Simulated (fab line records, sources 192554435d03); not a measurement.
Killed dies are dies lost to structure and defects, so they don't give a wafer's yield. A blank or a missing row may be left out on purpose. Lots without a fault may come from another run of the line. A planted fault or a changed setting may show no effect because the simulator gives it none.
Split-lot experiment | flow n5_finfet | 7 lots, 21 wafers read, on a route of 1938 steps

THE SPLIT
At N5_PASSIVATION_EXPOSE_27 (exposes mask PAD, defocus 0 nm), the setting dose_mj was moved away from the recipe's 32.3 on 7 of the 21 wafers read, by -6.6% to +7.5%. The other wafers ran this setting at the recipe's value.

FROM THE SPLIT TO THE READING: what the file shows between them, 3 steps
- N5_PASSIVATION_PEB_28
- N5_PASSIVATION_DEVELOP_29: develop time 60 s
- N5_PASSIVATION_HARDBAKE_31: time 120 s

THE READING
cd_nm, in nm, at N5_PASSIVATION_CD_MEAS_30 (target cd 4000 nm). Fault-free wafers of this fab line usually give 4000.9 nm, standard deviation 2.3 nm.

wafer  | tool, chamber at the split | dose_mj as run | against the recipe | cd_nm, nm | against lot-mates on the recipe
L075.3 | krf_scanner-02, 0          | 32.3           | recipe             | 4003.7    | -
L075.4 | krf_scanner-02, 0          | 31.34          | -3.0%              | 3995.0    | -8.7
L075.6 | krf_scanner-02, 0          | 31.34          | -3.0%              | 3997.2    | -6.5
L074.2 | krf_scanner-01, 0          | 32.3           | recipe             | 4006.2    | -
L074.3 | krf_scanner-01, 0          | 32.3           | recipe             | 4006.0    | -
L074.6 | krf_scanner-01, 0          | 32.3           | recipe             | 4005.3    | -
L083.3 | krf_scanner-01, 0          | 30.18          | -6.6%              | 3989.2    | -10.4
L083.4 | krf_scanner-01, 0          | 32.3           | recipe             | 3997.1    | -
L083.5 | krf_scanner-01, 0          | 32.3           | recipe             | 4002.2    | -
L087.4 | krf_scanner-01, 0          | 32.3           | recipe             | 4003.9    | -
L087.5 | krf_scanner-01, 0          | 33.83          | +4.7%              | 4010.0    | +6.1
L087.6 | krf_scanner-01, 0          | 33.83          | +4.7%              | 4011.0    | +7.1
L086.1 | krf_scanner-02, 0          | 32.3           | recipe             | 4000.2    | -
L086.2 | krf_scanner-02, 0          | 32.3           | recipe             | 3997.7    | -
L086.4 | krf_scanner-02, 0          | 34.71          | +7.5%              | 4013.2    | +14.2
L091.2 | krf_scanner-01, 0          | 31.68          | -1.9%              | 3998.9    | +0.8
L091.3 | krf_scanner-01, 0          | 32.3           | recipe             | 3996.7    | -
L091.5 | krf_scanner-01, 0          | 32.3           | recipe             | 3999.4    | -
L093.3 | krf_scanner-02, 0          | 32.3           | recipe             | 3999.7    | -
L093.5 | krf_scanner-02, 0          | 32.3           | recipe             | 4003.0    | -
L093.6 | krf_scanner-02, 0          | 32.3           | recipe             | 4002.8    | -

THE FIT
A straight line over all 21 wafers: cd_nm changes by +1.76 nm for each +1% of dose_mj; r = +0.88; the points scatter about the line by 2.8 nm.
The same after taking each lot's own level away (the mean of its wafers on the recipe; 21 wafers): +1.7 nm for each +1%; r = +0.94; scatter 1.9 nm.
On that fit, the largest move of dose_mj shifts the reading by 13 nm.
The lots' own levels span 3998.05 to 4005.83 nm, that is 3.4 times the standard deviation above.
So the lot-to-lot level changes the slope little: the two slopes agree.
Check: with one of the wafers moved furthest among these (+7.5%) left out of the fit, the line predicts +11.7 nm for it against its lot-mates. It came out at +14.2 nm against them.

OTHER SPLITS ON THESE WAFERS
These wafers also went through other splits before the reading. Each is held against what the fit with the lots' levels taken away leaves over:
other split on the same wafers   | wafers away from the commonest value | r with cd_nm (lot level and that fit taken away)
N5_BEOL_M15_EXPOSE_07 dose_mj    | 9                                    | -0.07
N5_PASSIVATION_PECVD_55 time_s   | 7                                    | +0.13
N5_PASSIVATION_EXPOSE_07 dose_mj | 3                                    | +0.21

THE FILE'S OWN FIT
cd_nm changes by +1.7 nm for each +1% of dose_mj, r = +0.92.
